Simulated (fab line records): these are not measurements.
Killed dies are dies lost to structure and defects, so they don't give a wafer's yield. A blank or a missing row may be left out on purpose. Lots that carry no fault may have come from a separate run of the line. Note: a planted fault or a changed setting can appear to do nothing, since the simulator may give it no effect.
Matching of chambers -- flow n5 finfet -- N5_BEOL_M8_CURE_75 on uv cure-03 has 3 sister chambers
The step cures SiCOH lowk, time 120 s. 3 wafers are shown with their chamber, then 11 later ones without.

## EACH WAFER AND ITS CHAMBER
wafer,chamber,lamp power pct (%)
L082.6,1,52.34
L083.6,0,52.41
L086.2,2,52.36

## WAFERS WITHOUT THEIR CHAMBER
wafer,lamp power pct (%)
L086.3,52.24
L086.4,52.22
L089.1,52.37
L089.3,52.34
L089.4,52.32
L091.3,52.26
L091.4,52.31
L091.5,52.25
L096.1,52.35
L096.2,52.34
L096.4,52.30

## THE CHAMBER EACH PASSED THROUGH
wafer,from the rows above,in truth
L086.3,can't be placed: 1 or 2 or 0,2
L086.4,can't be placed: 1 or 2 or 0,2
L089.1,can't be placed: 2 or 1 or 0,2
L089.3,can't be placed: 1 or 2 or 0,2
L089.4,can't be placed: 1 or 2 or 0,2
L091.3,can't be placed: 1 or 2 or 0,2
L091.4,can't be placed: 1 or 2 or 0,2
L091.5,can't be placed: 1 or 2 or 0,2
L096.1,can't be placed: 1 or 2 or 0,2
L096.2,can't be placed: 1 or 2 or 0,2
L096.4,can't be placed: 1 or 2 or 0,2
Placed correctly: 0 of 11. Can't be placed from these rows: 11 (the true chamber is among the candidates in 11). Number placed wrongly: 0.
How it was worked out, from the rows above alone: a wafer's distance from a chamber is the root of the sum, over the readings, of the square of ((its reading less the chamber's mean) divided by the reading's scatter). If the next closest chamber is less than 2 further off than the closest, the wafer can't be placed; otherwise it belongs to the closest. Each chamber's mean is taken over the wafers shown for it. The scatter: root of mean squared gap, hidden wafer to nearest shown wafer, with one shown wafer a chamber.
